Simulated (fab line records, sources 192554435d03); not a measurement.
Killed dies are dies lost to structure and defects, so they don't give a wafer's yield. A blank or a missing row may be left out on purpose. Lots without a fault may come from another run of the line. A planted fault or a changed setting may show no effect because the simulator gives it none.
fab line records | flow n5_finfet
record lots=5 wafers=15 last_day=17
route steps=1938 shown BEOL_M5@1115
lots that met no fault: from a run of the same line without faults
start_h: hours from the record's first day to the start of the lot's first wafer shown | wait_h: hours since the lot's step before | " the same as in the row above | L1.1+2: a row that stands for several wafers | - no value, or no start given | * or withheld: withheld | < > ~ a bound
route shown NAME@n: a module of which the file shows steps, and the number in the route of the first | usual: mean/standard deviation of fault-free wafers | same: alike in all rows | chamber/n: place in a boat | sites: the reading at each site | _std_site: their standard deviation | _edge_site: outer sites' mean less inner sites' | radius_mm: how far each site lies from the wafer's centre | mask NAME#n: copy n | behind: the tool/chamber that last shaped the wafer | hold: why the lot was held/for how many hours/how that ended | device: the transistor (n, p or np) that didn't switch | end of line: the same wafers' tests at the end of the route | a step without rows: its recipe alone | killed: dies lost to structure and defects at the first sort, not the wafer's yield | map: a wafer's dies, x killed, . not, _ none there
set.NAME: the setting as run; set.NAME@STEP: as run at that earlier step | model.NAME: the simulator's own value behind a step, which no gauge read
lots at some steps of the route; a table a step, a row a wafer
services: from which hour (start_h, from the record's first day; less than 0 if before it) a tool's chamber was out of use, for how many hours, and why
## steps
# step N5_BEOL_M5_PECVD_70
# recipe material=SiO2 target_thk_a=160 temp_c=400 precursor=TEOS/O2 pressure_torr=5.5 rf_w=450 teos_flow_sccm=53.8 gas=O2 flow_sccm=3000 time_s=18
# usual heater_power_w=754/140 showerhead_plenum_p_Torr=8.79/0.041 throttle_valve_pct=22.4/1.6
# columns lot.wafer tool chamber start_h wait_h heater_power_w showerhead_plenum_p_Torr throttle_valve_pct
L078.2 pecvd-01 1 200.75 0.0 642 8.80 22.8
L078.3 " 2 " " 751 8.84 20.1
L078.6 " 2 " " 758 8.82 20.2
L085.1 pecvd-03 0 249.95 0.0 615 8.80 23.9
L085.3 " 2 " " 894 8.76 22.3
L085.5 " 0 " " 611 8.78 24.1
L087.3 pecvd-04 1 250.47 0.0 888 8.69 21.4
L087.4 " 1 " " 893 8.71 21.7
L087.5 " 2 " " 732 8.77 20.5
L092.1 pecvd-04 0 281.24 0.0 737 8.87 20.5
L092.4 " 2 " " 806 8.77 20.5
L092.6 " 1 " " 907 8.70 21.7
L096.1 pecvd-01 1 308.37 0.0 612 8.80 22.9
L096.2 " 0 " " 746 8.81 23.8
L096.6 " 0 " " 732 8.82 24.1
# step N5_BEOL_M5_HM_DEP_02
# recipe material=TiN target_thk_a=200 temp_c=25 chamber_pressure_pa=0.49996
# usual throttle_valve_pct=30.0/0.86
# columns lot.wafer tool chamber start_h wait_h throttle_valve_pct
L078.2 pvd_sputter-03 - 201.32 0.6 30.0
L078.3 " - " " 30.4
L078.6 " - " " 29.8
L085.1 pvd_sputter-03 - 251.57 1.6 30.2
L085.3 " - " " 29.9
L085.5 " - " " 29.6
L087.3 pvd_sputter-01 - 252.29 1.8 30.4
L087.4 " - " " 31.9
L087.5 " - " " 31.4
L092.1 pvd_sputter-03 - 281.50 0.2 30.7
L092.4 " - " " 30.3
L092.6 " - " " 30.1
L096.1 pvd_sputter-01 - 309.58 1.2 30.2
L096.2 " - " " 29.3
L096.6 " - " " 30.8
# step N5_BEOL_M5_COAT_59
# recipe resist=SOC temp_c=250 time_s=60 spin_rpm=1500 resist_thk_nm=60
# columns lot.wafer tool chamber start_h wait_h
L078.2+3+6 litho_track-03 0 201.45 0.1
L085.1+3+5 litho_track-02 0 251.70 0.1
L087.3+4+5 litho_track-02 0 252.42 0.1
L092.1+4+6 litho_track-05 0 281.63 0.1
L096.1+2+6 litho_track-05 0 309.71 0.1
# step N5_BEOL_M5_COAT_60
# recipe resist=SiARC temp_c=220 time_s=60 spin_rpm=1500 resist_thk_nm=12
# columns lot.wafer tool chamber start_h wait_h
L078.2+3+6 litho_track-03 0 - -
L085.1+3+5 litho_track-02 0 - -
L087.3+4+5 litho_track-02 0 - -
L092.1+4+6 litho_track-05 0 - -
L096.1+2+6 litho_track-05 0 - -
# step N5_BEOL_M5_COAT_71
# recipe resist=underlayer temp_c=205 time_s=60 spin_rpm=1500 resist_thk_nm=5
# columns lot.wafer tool chamber start_h wait_h
L078.2+3+6 litho_track-03 0 - -
L085.1+3+5 litho_track-02 0 - -
L087.3+4+5 litho_track-02 0 - -
L092.1+4+6 litho_track-05 0 - -
L096.1+2+6 litho_track-05 0 - -
# step N5_BEOL_M5_COAT_05
# recipe resist=CAR-EUV spin_rpm=1500 resist_thk_nm=30
# columns lot.wafer tool chamber start_h wait_h
L078.2+3+6 litho_track-03 0 - -
L085.1+3+5 litho_track-02 0 - -
L087.3+4+5 litho_track-02 0 - -
L092.1+4+6 litho_track-05 0 - -
L096.1+2+6 litho_track-05 0 - -
# step N5_BEOL_M5_EBR_07
# recipe solvent=PGMEA ebr_width_mm=1.5
# columns lot.wafer tool chamber start_h wait_h
L078.2+3+6 litho_track-03 0 - -
L085.1+3+5 litho_track-02 0 - -
L087.3+4+5 litho_track-02 0 - -
L092.1+4+6 litho_track-05 0 - -
L096.1+2+6 litho_track-05 0 - -
# step N5_BEOL_M5_SOFTBAKE_06
# recipe temp_c=110 time_s=60 resist=CAR-EUV
# columns lot.wafer tool chamber start_h wait_h
L078.2+3+6 litho_track-03 0 - -
L085.1+3+5 litho_track-02 0 - -
L087.3+4+5 litho_track-02 0 - -
L092.1+4+6 litho_track-05 0 - -
L096.1+2+6 litho_track-05 0 - -
# step N5_BEOL_M5_EXPOSE_08
# recipe mask_id=M5 na=0.33 source_shape=annular sigma_inner=0.4 sigma_outer=0.8 polarization=unpolarized target_cd_nm=28 dose_mj=35.75
# same sigma_inner=0.4
# columns lot.wafer tool chamber start_h wait_h mask
L078.2+3+6 euv_scanner-02 0 201.59 - M5#0
L085.1+3+5 euv_scanner-01 0 251.84 - M5#0
L087.3+4+5 euv_scanner-01 0 252.57 - M5#0
L092.1+4+6 euv_scanner-01 0 281.77 - M5#0
L096.1+2+6 euv_scanner-01 0 309.97 - M5#0
# step N5_BEOL_M5_PEB_09
# recipe peb_temp_c=100 peb_time_s=60 resist=CAR-EUV
# same peb_time_s=60
# columns lot.wafer tool chamber start_h wait_h
L078.2+3+6 litho_track-05 0 201.65 0.0
L085.1+3+5 litho_track-03 0 251.90 0.1
L087.3+4+5 litho_track-02 0 252.62 0.0
L092.1+4+6 litho_track-03 0 281.83 0.1
L096.1+2+6 litho_track-03 0 310.03 0.1
# step N5_BEOL_M5_DEVELOP_10
# recipe develop_time_s=30 developer=TMAH resist=CAR-EUV rinse_liquid=surfactant_rinse dry=air_spin dev_temp_c=23
# columns lot.wafer tool chamber start_h wait_h
L078.2+3+6 litho_track-05 0 - -
L085.1+3+5 litho_track-03 0 - -
L087.3+4+5 litho_track-02 0 - -
L092.1+4+6 litho_track-03 0 - -
L096.1+2+6 litho_track-03 0 - -
# step N5_BEOL_M5_CD_MEAS_11
# recipe target_cd_nm=27.74 landing_energy_ev=500 detector=se_inlens
# usual cd_nm=28.00/0.23
# columns lot.wafer tool chamber start_h wait_h cd_nm
L078.2 cd_sem-01 0 201.72 - 28.11
L078.3 " 0 " " 28.00
L078.6 " 0 " " 28.15
L085.1 cd_sem-01 0 251.96 - 27.72
L085.3 " 0 " " 27.99
L085.5 " 0 " " 28.11
L087.3 cd_sem-01 0 252.69 - 28.03
L087.4 " 0 " " 27.97
L087.5 " 0 " " 28.07
L092.1 cd_sem-02 0 281.90 - 28.13
L092.4 " 0 " " 28.36
L092.6 " 0 " " 28.36
L096.1 cd_sem-02 0 310.10 - 27.92
L096.2 " 0 " " 27.87
L096.6 " 0 " " 27.98
# step N5_BEOL_M5_OVL_MEAS_12
# recipe points_per_wafer=522
# usual M5_OVL=-0.3/0.61
# same points_per_wafer=522
# columns lot.wafer tool chamber start_h wait_h M5_OVL[nm]
L078.2 overlay-01 0 201.75 0.0 -0.4
L078.3 " 0 " " -0.5
L078.6 " 0 " " -0.4
L085.1 overlay-01 0 251.99 0.0 0.2
L085.3 " 0 " " -0.4
L085.5 " 0 " " -0.8
L087.3 overlay-01 0 252.73 0.0 -0.8
L087.4 " 0 " " -0.8
L087.5 " 0 " " 0.4
L092.1 overlay-02 0 281.93 0.0 -0.4
L092.4 " 0 " " -0.7
L092.6 " 0 " " -0.4
L096.1 overlay-02 0 310.13 0.0 -0.9
L096.2 " 0 " " -1.6
L096.6 " 0 " " -1.3
# step N5_BEOL_M5_INSPECT_13
# recipe mode=adi inspect_instrument=brightfield
# usual raw_defect_count=423/93
# columns lot.wafer tool chamber start_h wait_h raw_defect_count
L078.2 defect_inspect-01 - 201.80 0.0 331
L078.3 " - " " 324
L078.6 " - " " 399
L085.1 defect_inspect-01 - 252.05 0.1 298
L085.3 " - " " 468
L085.5 " - " " 338
L087.3 defect_inspect-01 - 252.78 0.0 501
L087.4 " - " " 591
L087.5 " - " " 365
L092.1 defect_inspect-02 - 281.98 0.1 229
L092.4 " - " " 346
L092.6 " - " " 365
L096.1 defect_inspect-02 - 310.19 0.1 423
L096.2 " - " " 428
L096.6 " - " " 319
# step N5_BEOL_M5_DESCUM_16
# recipe chemistry=O2 time_s=7 source_power_w=50 bias_power_w=20 pressure_mtorr=20 rf_frequency_hz=2.712e+07 temp_c=40 resist=CAR-EUV o2_flow_sccm=225
# usual drypump_motor_current_A=5.8/0.6 o2_flow_sccm=224.9/0.62 oes_product_au=0.80/0.098 rf_vpp_V=243.3/1.4 showerhead_plenum_p_Torr=2.10/0.081 throttle_valve_pct=20.38/0.16
# columns lot.wafer tool chamber start_h wait_h drypump_motor_current_A o2_flow_sccm oes_product_au rf_hours_counter_h rf_vpp_V showerhead_plenum_p_Torr throttle_valve_pct
L078.2 rie_diel-03 1 201.97 0.2 6.1 224.5 0.74 148 244.4 2.19 20.58
L078.3 " 3 " " 6.4 225.1 0.92 18 246.3 2.24 20.12
L078.6 " 2 " " 5.4 224.3 0.73 - 243.8 2.07 20.52
L085.1 rie_diel-01 2 252.09 0.0 6.6 224.6 0.93 13 243.6 2.06 20.46
L085.3 " 3 " " 6.2 224.5 0.75 130 240.8 2.01 20.22
L085.5 " 1 " " 4.7 226.0 0.91 - 244.4 2.13 20.35
L087.3 rie_diel-04 0 252.81 0.0 5.4 224.8 0.75 182 242.6 2.16 20.59
L087.4 " 1 " " 5.4 224.1 0.89 - 242.9 2.12 20.32
L087.5 " 0 " " 5.3 225.3 0.75 - 244.5 2.16 20.58
L092.1 rie_diel-04 2 282.04 0.1 6.1 225.3 0.96 5 241.5 2.06 20.27
L092.4 " 0 " " 5.4 225.2 0.73 192 244.0 2.16 20.61
L092.6 " 0 " " 5.4 224.9 0.74 - 244.1 2.16 20.59
L096.1 rie_diel-01 3 310.22 0.0 6.2 225.3 0.75 145 242.1 2.00 20.27
L096.2 " 1 " " 4.7 224.4 0.88 38 244.4 2.12 20.37
L096.6 " 2 " " 6.6 226.0 0.88 - 243.3 2.05 20.51
# step N5_BEOL_M5_ETCH_72
# recipe chemistry=N2/H2 target=underlayer target_depth_a=65 mask_material=CAR-EUV time_s=5.2 ion_energy_ev=200 pressure_mtorr=30 source_w=840 bias_w=150 n2_flow_sccm=200 h2_flow_sccm=200 ends=cleared
# usual drypump_motor_current_A=5.8/0.6 etch_rf_on_time_s=5.16/0.074 oes_product_au=0.68/0.084 rf_vpp_V=524.2/2.9 showerhead_plenum_p_Torr=2.55/0.097 throttle_valve_pct=17.81/0.21
# columns lot.wafer tool chamber start_h wait_h drypump_motor_current_A etch_rf_on_time_s oes_product_au rf_hours_counter_h rf_vpp_V showerhead_plenum_p_Torr throttle_valve_pct
L078.2 rie_diel-03 1 202.01 0.0 6.1 5.22 0.62 148 529.3 2.66 17.91
L078.3 " 3 " " 6.5 5.18 0.78 18 527.5 2.70 17.49
L078.6 " 2 " " 5.5 5.17 0.62 - 521.2 2.52 18.13
L085.1 rie_diel-01 2 252.12 0.0 6.6 5.07 0.80 13 522.1 2.49 17.82
L085.3 " 3 " " 6.2 5.16 0.65 130 521.0 2.45 17.73
L085.5 " 1 " " 4.7 5.11 0.78 - 525.7 2.60 17.78
L087.3 rie_diel-04 0 252.84 0.0 5.3 5.24 0.63 182 526.0 2.64 18.12
L087.4 " 1 " " 5.4 5.07 0.78 - 523.2 2.58 17.66
L087.5 " 0 " " 5.3 5.23 0.64 - 528.4 2.64 18.13
L092.1 rie_diel-04 2 282.07 0.0 6.1 5.16 0.84 5 522.9 2.50 17.66
L092.4 " 0 " " 5.4 5.20 0.64 192 526.7 2.64 18.13
L092.6 " 0 " " 5.3 5.25 0.63 - 524.3 2.63 18.12
L096.1 rie_diel-01 3 310.26 0.0 6.2 5.13 0.64 145 522.1 2.44 17.74
L096.2 " 1 " " 4.7 5.05 0.75 38 522.9 2.60 17.84
L096.6 " 2 " " 6.5 5.00 0.76 - 522.2 2.49 17.89
# step N5_BEOL_M5_ETCH_61
# recipe chemistry=CF4 target=SiARC target_depth_a=156 mask_material=CAR-EUV time_s=26 ion_energy_ev=80 pressure_mtorr=40 source_w=545 bias_w=36 Ar_flow_sccm=100 cf4_flow_sccm=100 ends=cleared
# usual drypump_motor_current_A=5.8/0.6 etch_rf_on_time_s=25.7/0.32 oes_product_au=0.69/0.084 rf_vpp_V=184.2/1.2 showerhead_plenum_p_Torr=2.15/0.077 throttle_valve_pct=15.58/0.17
# columns lot.wafer tool chamber start_h wait_h drypump_motor_current_A etch_rf_on_time_s oes_product_au rf_hours_counter_h rf_vpp_V showerhead_plenum_p_Torr throttle_valve_pct
L078.2 rie_diel-03 1 202.03 0.0 6.1 25.6 0.63 148 184.9 2.23 15.72
L078.3 " 3 " " 6.4 25.7 0.77 18 186.6 2.27 15.24
L078.6 " 2 " " 5.5 25.6 0.62 - 184.3 2.13 15.76
L085.1 rie_diel-01 2 252.14 0.0 6.6 25.3 0.80 13 183.6 2.10 15.50
L085.3 " 3 " " 6.2 26.0 0.64 130 184.2 2.06 15.47
L085.5 " 1 " " 4.7 25.5 0.79 - 184.5 2.19 15.53
L087.3 rie_diel-04 0 252.86 0.0 5.4 25.9 0.64 182 185.1 2.22 15.82
L087.4 " 1 " " 5.4 25.3 0.77 - 184.2 2.19 15.50
L087.5 " 0 " " 5.4 25.9 0.64 - 186.2 2.22 15.81
L092.1 rie_diel-04 2 282.09 0.0 6.1 25.7 0.83 5 184.1 2.11 15.39
L092.4 " 0 " " 5.4 26.0 0.64 192 184.9 2.21 15.83
L092.6 " 0 " " 5.3 26.3 0.63 - 184.4 2.22 15.83
L096.1 rie_diel-01 3 310.27 0.0 6.2 25.9 0.64 145 182.3 2.06 15.49
L096.2 " 1 " " 4.7 25.5 0.74 38 184.0 2.18 15.55
L096.6 " 2 " " 6.6 25.1 0.77 - 183.1 2.09 15.54
# step N5_BEOL_M5_ETCH_62
# recipe chemistry=N2/H2 target=SOC target_depth_a=750 overetch_a=150 mask_material=SiARC temp_c=40 time_s=112.5 ion_energy_ev=200 pressure_mtorr=30 source_w=840 bias_w=150 n2_flow_sccm=200 h2_flow_sccm=200
# usual drypump_motor_current_A=5.8/0.6 oes_product_au=0.63/0.074 rf_vpp_V=524.2/2.7 showerhead_plenum_p_Torr=2.55/0.097 throttle_valve_pct=17.77/0.21
# columns lot.wafer tool chamber start_h wait_h drypump_motor_current_A oes_product_au rf_hours_counter_h rf_vpp_V showerhead_plenum_p_Torr throttle_valve_pct
L078.2 rie_diel-03 1 202.05 0.0 6.1 0.58 148 527.4 2.65 17.86
L078.3 " 3 " " 6.5 0.71 18 528.7 2.70 17.44
L078.6 " 2 " " 5.5 0.58 - 522.9 2.52 18.06
L085.1 rie_diel-01 2 252.17 0.0 6.6 0.72 13 524.4 2.49 17.81
L085.3 " 3 " " 6.2 0.59 130 521.1 2.45 17.68
L085.5 " 1 " " 4.7 0.72 - 524.5 2.60 17.77
L087.3 rie_diel-04 0 252.89 0.0 5.4 0.59 182 526.4 2.64 18.08
L087.4 " 1 " " 5.4 0.70 - 525.8 2.58 17.62
L087.5 " 0 " " 5.4 0.59 - 526.2 2.64 18.07
L092.1 rie_diel-04 2 282.11 0.0 6.1 0.77 5 523.2 2.50 17.63
L092.4 " 0 " " 5.3 0.59 192 526.6 2.64 18.09
L092.6 " 0 " " 5.4 0.59 - 526.0 2.63 18.09
L096.1 rie_diel-01 3 310.30 0.0 6.2 0.58 145 521.6 2.44 17.70
L096.2 " 1 " " 4.7 0.70 38 525.1 2.60 17.79
L096.6 " 2 " " 6.5 0.70 - 523.1 2.49 17.83
# step N5_BEOL_M5_STRIP_63
# recipe chemistry=N2/H2 temp_c=40 n2_flow_sccm=200 h2_flow_sccm=200 rf_frequency_hz=6e+07
# columns lot.wafer tool chamber start_h wait_h
L078.2+3+6 rie_diel-03 1,3,2 202.16 0.1
L085.1+3+5 rie_diel-01 2,3,1 252.27 0.1
L087.3+4+5 rie_diel-04 0,1,0 253.00 0.1
L092.1+4+6 rie_diel-04 2,0,0 282.22 0.1
L096.1+2+6 rie_diel-01 3,1,2 310.41 0.1
# step N5_BEOL_M5_STRIP_73
# recipe chemistry=N2/H2 temp_c=40 n2_flow_sccm=200 h2_flow_sccm=200 rf_frequency_hz=6e+07
# columns lot.wafer tool chamber start_h wait_h
L078.2+3+6 rie_diel-03 1,3,2 202.17 0.0
L085.1+3+5 rie_diel-01 2,3,1 252.28 0.0
L087.3+4+5 rie_diel-04 0,1,0 253.01 0.0
L092.1+4+6 rie_diel-04 2,0,0 282.23 0.0
L096.1+2+6 rie_diel-01 3,1,2 310.42 0.0
# step N5_BEOL_M5_STRIP_64
# recipe chemistry=CF4 resist=SiARC power_w=300 bias_power_w=75 pressure_mtorr=50 cf4_flow_sccm=150 rf_frequency_hz=6e+07
# usual drypump_motor_current_A=5.8/0.6 oes_product_au=0.79/0.091 rf_vpp_V=271.3/1.6 showerhead_plenum_p_Torr=1.80/0.063 throttle_valve_pct=13.55/0.19
# columns lot.wafer tool chamber start_h wait_h drypump_motor_current_A oes_product_au rf_hours_counter_h rf_vpp_V showerhead_plenum_p_Torr throttle_valve_pct
L078.2 rie_diel-03 1 202.18 0.0 6.1 0.73 148 272.8 1.87 13.70
L078.3 " 3 " " 6.4 0.89 18 273.5 1.90 13.18
L078.6 " 2 " " 5.5 0.72 - 271.8 1.78 13.75
L085.1 rie_diel-01 2 252.29 0.0 6.6 0.90 13 270.2 1.75 13.41
L085.3 " 3 " " 6.2 0.75 130 270.2 1.73 13.46
L085.5 " 1 " " 4.7 0.90 - 272.8 1.83 13.43
L087.3 rie_diel-04 0 253.02 0.0 5.4 0.74 182 270.9 1.85 13.78
L087.4 " 1 " " 5.4 0.88 - 273.1 1.83 13.42
L087.5 " 0 " " 5.4 0.74 - 272.0 1.85 13.79
L092.1 rie_diel-04 2 282.24 0.0 6.1 0.96 5 269.9 1.77 13.30
L092.4 " 0 " " 5.4 0.74 192 273.0 1.85 13.80
L092.6 " 0 " " 5.4 0.74 - 272.9 1.85 13.82
L096.1 rie_diel-01 3 310.43 0.0 6.2 0.74 145 268.4 1.72 13.48
L096.2 " 1 " " 4.7 0.86 38 271.0 1.82 13.48
L096.6 " 2 " " 6.6 0.86 - 270.2 1.75 13.46
# step N5_BEOL_M5_HM_OPEN_17
# recipe chemistry=Cl2/BCl3 target_depth_a=200 overetch_a=60 target=TiN mask_material=SOC ion_energy_ev=150 pressure_mtorr=10 icp_w=1000 bias_w=126 Cl2_flow_sccm=53.25 bcl3_flow_sccm=21.75 Ar_flow_sccm=25
# usual drypump_motor_current_A=5.77/0.29 oes_product_au=0.66/0.09 throttle_valve_pct=22.13/0.17
# columns lot.wafer tool chamber start_h wait_h drypump_motor_current_A oes_product_au rf_hours_counter_h throttle_valve_pct
L078.2 rie_metal-03 0 202.22 0.0 5.98 0.59 78 21.95
L078.3 " 0 " " 5.97 0.59 - 21.95
L078.6 " 0 " " 5.98 0.59 - 21.93
L085.1 rie_metal-02 0 252.33 0.0 5.40 0.73 21 22.29
L085.3 " 0 " " 5.38 0.73 - 22.30
L085.5 " 0 " " 5.39 0.73 - 22.28
L087.3 rie_metal-03 0 253.09 0.1 6.00 0.59 - 21.93
L087.4 " 1 " " 5.83 0.84 - 22.24
L087.5 " 0 " " 5.99 0.59 - 21.93
L092.1 rie_metal-03 1 282.28 0.0 5.80 0.79 3 22.26
L092.4 " 1 " " 5.78 0.78 - 22.26
L092.6 " 1 " " 5.80 0.79 - 22.26
L096.1 rie_metal-02 0 310.47 0.0 5.39 0.72 26 22.28
L096.2 " 1 " " 5.52 0.61 62 22.12
L096.6 " 1 " " 5.48 0.60 - 22.13
# step N5_BEOL_M5_STRIP_19
# recipe chemistry=O2 power_w=400 temp_c=40 pressure_mtorr=30 rf_frequency_hz=6e+07 bias_power_w=0 overash_fraction=0.2 o2_flow_sccm=225
# usual drypump_motor_current_A=5.8/0.58 o2_flow_sccm=225.0/0.72 oes_product_au=0.80/0.098 rf_vpp_V=3.6/0.43 showerhead_plenum_p_Torr=2.11/0.079 throttle_valve_pct=16.64/0.17
# columns lot.wafer tool chamber start_h wait_h drypump_motor_current_A o2_flow_sccm oes_product_au rf_hours_counter_h rf_vpp_V showerhead_plenum_p_Torr throttle_valve_pct
L078.2 rie_diel-04 3 202.41 0.2 6.8 225.0 0.68 220 4.0 1.98 16.59
L078.3 " 2 " " 6.1 224.6 0.70 236 3.3 2.07 16.89
L078.6 " 1 " " 5.4 225.2 0.93 - 4.5 2.13 16.48
L085.1 rie_diel-01 2 252.44 0.1 6.6 224.8 0.93 13 3.5 2.06 16.65
L085.3 " 1 " " 4.7 225.3 0.92 20 4.3 2.13 16.55
L085.5 " 3 " " 6.2 225.1 0.76 - 3.3 2.01 16.52
L087.3 rie_diel-04 1 253.17 0.1 5.4 224.9 0.90 29 4.0 2.13 16.50
L087.4 " 1 " " 5.4 223.7 0.91 - 3.9 2.13 16.53
L087.5 " 0 " " 5.4 226.3 0.74 - 3.8 2.17 16.86
L092.1 rie_diel-04 3 282.39 0.1 6.7 223.8 0.65 246 4.0 1.98 16.62
L092.4 " 0 " " 5.4 224.4 0.74 192 3.3 2.16 16.86
L092.6 " 0 " " 5.4 225.3 0.74 - 3.1 2.16 16.86
L096.1 rie_diel-04 1 310.61 0.1 5.4 224.9 0.87 48 3.3 2.12 16.54
L096.2 " 2 " " 6.1 225.7 0.94 16 3.2 2.06 16.49
L096.6 " 0 " " 5.4 223.8 0.73 - 3.2 2.16 16.86
# step N5_BEOL_M5_CD_MEAS_18
# recipe pitch_nm=56 target_cd_nm=28
# usual cd_nm=27.99/0.28
# columns lot.wafer tool chamber start_h wait_h cd_nm
L078.2 cd_sem-01 - 202.48 0.1 28.47
L078.3 " - " " 28.70
L078.6 " - " " 28.05
L085.1 cd_sem-01 - 252.51 0.0 27.91
L085.3 " - " " 28.03
L085.5 " - " " 27.94
L087.3 cd_sem-03 - 253.24 0.1 27.82
L087.4 " - " " 27.75
L087.5 " - " " 27.93
L092.1 cd_sem-03 - 282.46 0.0 27.95
L092.4 " - " " 28.33
L092.6 " - " " 28.20
L096.1 cd_sem-02 - 310.68 0.0 27.93
L096.2 " - " " 28.06
L096.6 " - " " 28.13
# step N5_BEOL_M5_COAT_65
# recipe resist=SOC temp_c=250 time_s=60 spin_rpm=1500 resist_thk_nm=60
# columns lot.wafer tool chamber start_h wait_h
L078.2+3+6 litho_track-03 0 202.51 0.0
L087.3+4+5 litho_track-02 0 253.44 0.2
L085.1+3+5 litho_track-05 0 254.47 1.9
L092.1+4+6 litho_track-02 0 285.06 2.6
L096.1+2+6 litho_track-03 0 311.85 1.2
# step N5_BEOL_M5_COAT_66
# recipe resist=SiARC temp_c=220 time_s=60 spin_rpm=1500 resist_thk_nm=12
# columns lot.wafer tool chamber start_h wait_h
L078.2+3+6 litho_track-03 0 - -
L087.3+4+5 litho_track-02 0 - -
L085.1+3+5 litho_track-05 0 - -
L092.1+4+6 litho_track-02 0 - -
L096.1+2+6 litho_track-03 0 - -
# step N5_BEOL_M5_COAT_74
# recipe resist=underlayer temp_c=205 time_s=60 spin_rpm=1500 resist_thk_nm=5
# columns lot.wafer tool chamber start_h wait_h
L078.2+3+6 litho_track-03 0 - -
L087.3+4+5 litho_track-02 0 - -
L085.1+3+5 litho_track-05 0 - -
L092.1+4+6 litho_track-02 0 - -
L096.1+2+6 litho_track-03 0 - -
# step N5_BEOL_M5_COAT_22
# recipe resist=CAR-EUV spin_rpm=1500 resist_thk_nm=30
# columns lot.wafer tool chamber start_h wait_h
L078.2+3+6 litho_track-03 0 - -
L087.3+4+5 litho_track-02 0 - -
L085.1+3+5 litho_track-05 0 - -
L092.1+4+6 litho_track-02 0 - -
L096.1+2+6 litho_track-03 0 - -
# step N5_BEOL_M5_EBR_24
# recipe solvent=PGMEA ebr_width_mm=1.5
# columns lot.wafer tool chamber start_h wait_h
L078.2+3+6 litho_track-03 0 - -
L087.3+4+5 litho_track-02 0 - -
L085.1+3+5 litho_track-05 0 - -
L092.1+4+6 litho_track-02 0 - -
L096.1+2+6 litho_track-03 0 - -
# step N5_BEOL_M5_SOFTBAKE_23
# recipe temp_c=110 time_s=60 resist=CAR-EUV
# columns lot.wafer tool chamber start_h wait_h
L078.2+3+6 litho_track-03 0 - -
L087.3+4+5 litho_track-02 0 - -
L085.1+3+5 litho_track-05 0 - -
L092.1+4+6 litho_track-02 0 - -
L096.1+2+6 litho_track-03 0 - -
# step N5_BEOL_M5_EXPOSE_25
# recipe mask_id=V4 na=0.33 source_shape=quasar sigma_inner=0.2 sigma_outer=0.6 polarization=unpolarized defocus_nm=10 dose_mj=52.75
# same dipole_opening_deg=60 sigma_inner=0.2
# columns lot.wafer tool chamber start_h wait_h mask
L078.2+3+6 euv_scanner-02 0 202.78 - V4#0
L087.3+4+5 euv_scanner-02 0 253.72 - V4#0
L085.1+3+5 euv_scanner-02 0 254.60 - V4#0
L092.1+4+6 euv_scanner-02 0 285.24 - V4#0
L096.1+2+6 euv_scanner-02 0 312.11 - V4#0
# step N5_BEOL_M5_PEB_26
# recipe peb_temp_c=100 peb_time_s=60 resist=CAR-EUV
# same peb_time_s=60
# columns lot.wafer tool chamber start_h wait_h
L078.2+3+6 litho_track-05 0 202.85 0.1
L087.3+4+5 litho_track-02 0 253.78 0.0
L085.1+3+5 litho_track-05 0 254.67 0.1
L092.1+4+6 litho_track-03 0 285.31 0.1
L096.1+2+6 litho_track-03 0 312.18 0.1
# step N5_BEOL_M5_DEVELOP_27
# recipe develop_time_s=30 developer=TMAH resist=CAR-EUV rinse_liquid=surfactant_rinse dry=air_spin dev_temp_c=23
# columns lot.wafer tool chamber start_h wait_h
L078.2+3+6 litho_track-05 0 - -
L087.3+4+5 litho_track-02 0 - -
L085.1+3+5 litho_track-05 0 - -
L092.1+4+6 litho_track-03 0 - -
L096.1+2+6 litho_track-03 0 - -
# step N5_BEOL_M5_CD_MEAS_28
# recipe target_cd_nm=30.6 landing_energy_ev=500 detector=se_inlens target_cd_y_nm=20 polarity=opening
# usual cd_nm=30.58/0.25
# columns lot.wafer tool chamber start_h wait_h cd_nm
L078.2 cd_sem-02 0 202.92 - 30.65
L078.3 " 0 " " 30.38
L078.6 " 0 " " 30.67
L087.3 cd_sem-02 0 253.84 - 30.61
L087.4 " 0 " " 30.45
L087.5 " 0 " " 30.61
L085.1 cd_sem-03 0 254.74 - 30.58
L085.3 " 0 " " 30.74
L085.5 " 0 " " 30.80
L092.1 cd_sem-01 0 285.38 - 30.66
L092.4 " 0 " " 30.76
L092.6 " 0 " " 30.90
L096.1 cd_sem-01 0 312.25 - 30.43
L096.2 " 0 " " 30.65
L096.6 " 0 " " 30.35
# step N5_BEOL_M5_OVL_MEAS_29
# recipe points_per_wafer=522
# usual V4_OVL=0.4/0.72
# same points_per_wafer=522
# columns lot.wafer tool chamber start_h wait_h V4_OVL[nm]
L078.2 overlay-02 0 202.95 0.0 -0.1
L078.3 " 0 " " -0.1
L078.6 " 0 " " 0.2
L087.3 overlay-02 0 253.88 0.0 1.6
L087.4 " 0 " " 0.6
L087.5 " 0 " " 0.7
L085.1 overlay-01 0 254.77 0.0 0.5
L085.3 " 0 " " -0.3
L085.5 " 0 " " 0.8
L092.1 overlay-02 0 285.41 0.0 1.9
L092.4 " 0 " " 1.5
L092.6 " 0 " " 1.3
L096.1 overlay-02 0 312.28 0.0 0.2
L096.2 " 0 " " -0.1
L096.6 " 0 " " -0.1
# step N5_BEOL_M5_INSPECT_30
# recipe mode=adi inspect_instrument=brightfield
# usual raw_defect_count=421/96
# columns lot.wafer tool chamber start_h wait_h raw_defect_count
L078.2 defect_inspect-02 - 203.00 0.0 317
L078.3 " - " " 300
L078.6 " - " " 363
L087.3 defect_inspect-01 - 253.93 0.0 522
L087.4 " - " " 565
L087.5 " - " " 368
L085.1 defect_inspect-01 - 254.83 0.1 305
L085.3 " - " " 457
L085.5 " - " " 340
L092.1 defect_inspect-02 - 285.47 0.1 224
L092.4 " - " " 348
L092.6 " - " " 354
L096.1 defect_inspect-01 - 312.34 0.1 425
L096.2 " - " " 441
L096.6 " - " " 329
## services
# columns tool chamber start_h hours kind
pecvd-04 - 181.78 1.6 repair
euv_scanner-01 - 183.56 1.0 pm
pecvd-03 2 185.47 8.2 repair
pecvd-03 - 193.15 14.6 pm
rie_diel-04 3 193.45 8.9 repair
euv_scanner-02 - 200.35 1.0 pm
rie_diel-04 - 211.67 2.8 pm
euv_scanner-01 - 211.95 6.2 pm
rie_diel-01 - 217.33 9.7 repair
rie_diel-04 - 217.33 2.1 repair
pecvd-03 - 228.69 2.8 pm
rie_diel-01 - 229.97 2.8 pm
pecvd-01 - 232.63 14.6 pm
litho_track-05 - 235.69 - consumable_replace:filter
rie_diel-04 1 239.23 6.4 repair
euv_scanner-01 - 239.71 1.0 pm
euv_scanner-02 - 244.92 4.6 pm
rie_diel-04 2 247.20 - clean
rie_diel-04 2 247.20 - consumable_replace:focus_ring
euv_scanner-02 - 256.50 1.0 pm
pecvd-03 1 280.50 2.5 repair
rie_diel-01 3 284.47 7.4 repair
euv_scanner-01 - 295.86 1.0 pm
euv_scanner-01 - 302.97 4.6 pm
## key
fault none
